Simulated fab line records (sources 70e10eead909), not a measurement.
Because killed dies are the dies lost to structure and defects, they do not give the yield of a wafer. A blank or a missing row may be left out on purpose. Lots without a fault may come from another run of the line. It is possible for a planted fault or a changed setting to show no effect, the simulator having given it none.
A struck lot beside a sound one :: flow nandHarc :: 13 out of 1302 route steps
Sound: the wafers L158.1, L158.4, L158.6. The struck wafers were L160.1, L160.3, L160.6. The cause is given at the end.
Per side, at each step with rows, come the tool, then ch with its chambers, and then its first start. Under that, the readings that differ: sound wafers :: struck wafers :: difference of the means :: sigmas: that difference in standard deviations of wafers without a fault.
alike: a reading whose means differ by less than 2 such deviations, as well as words and numbers matching on both sides. not compared: withheld readings; readings where some wafer has no value; bounds like >300 that might hide an equal value; numbers whose values overlap and for which the record gives no deviation.
The two part at a step that has a row with sigmas, a row that says differs or no value, or rows on one side only. Non-overlapping numbers with no deviation appear without sigmas and do not part them. Lack of a reading on every wafer of one side parts them only where that side has two or more wafers.

NHARC_P_STI_INSPECT_25:
  sound: defectInspect-01 at day 10 03:40; struck: defectInspect-01 at day 11 01:12
  alike: rawDefectCount
then, 11 steps without rows for these wafers: NHARC_P_GATE_ETCH_69 (etches SiO2 in dHF, target depth 14 nm); NHARC_P_GATE_PRECLEAN_70 (cleans in SC1); NHARC_P_GATE_SRD_01; NHARC_P_GATE_OXIDE_02 (material SiO2, target thk 37.5 nm, ox time 365 s); NHARC_P_GATE_DEHYDRATE_03 (time 120 s); NHARC_P_GATE_HMDS_04 (time 30 s); NHARC_P_GATE_COAT_05; NHARC_P_GATE_SOFTBAKE_06 (time 95 s); NHARC_P_GATE_EBR_07; NHARC_P_GATE_EXPOSE_08 (exposes mask P HV); NHARC_P_GATE_PEB_09 (peb time 85 s).
NHARC_P_GATE_DEVELOP_10: time 70 s.
  struck on lithoTrack-03, day 11 09:00; sound on lithoTrack-05 ch 0, day 10 12:00
  no value came back on the struck wafers for chillPlateTempC (C), exhaustPa (Pa); on the sound wafers chillPlateTempC (C) reads 22.86 23.08 22.99

WHERE THEY PART
At NHARC_P_GATE_DEVELOP_10 and nowhere else, as far as this record goes.

WHY: the cause the simulator had injected
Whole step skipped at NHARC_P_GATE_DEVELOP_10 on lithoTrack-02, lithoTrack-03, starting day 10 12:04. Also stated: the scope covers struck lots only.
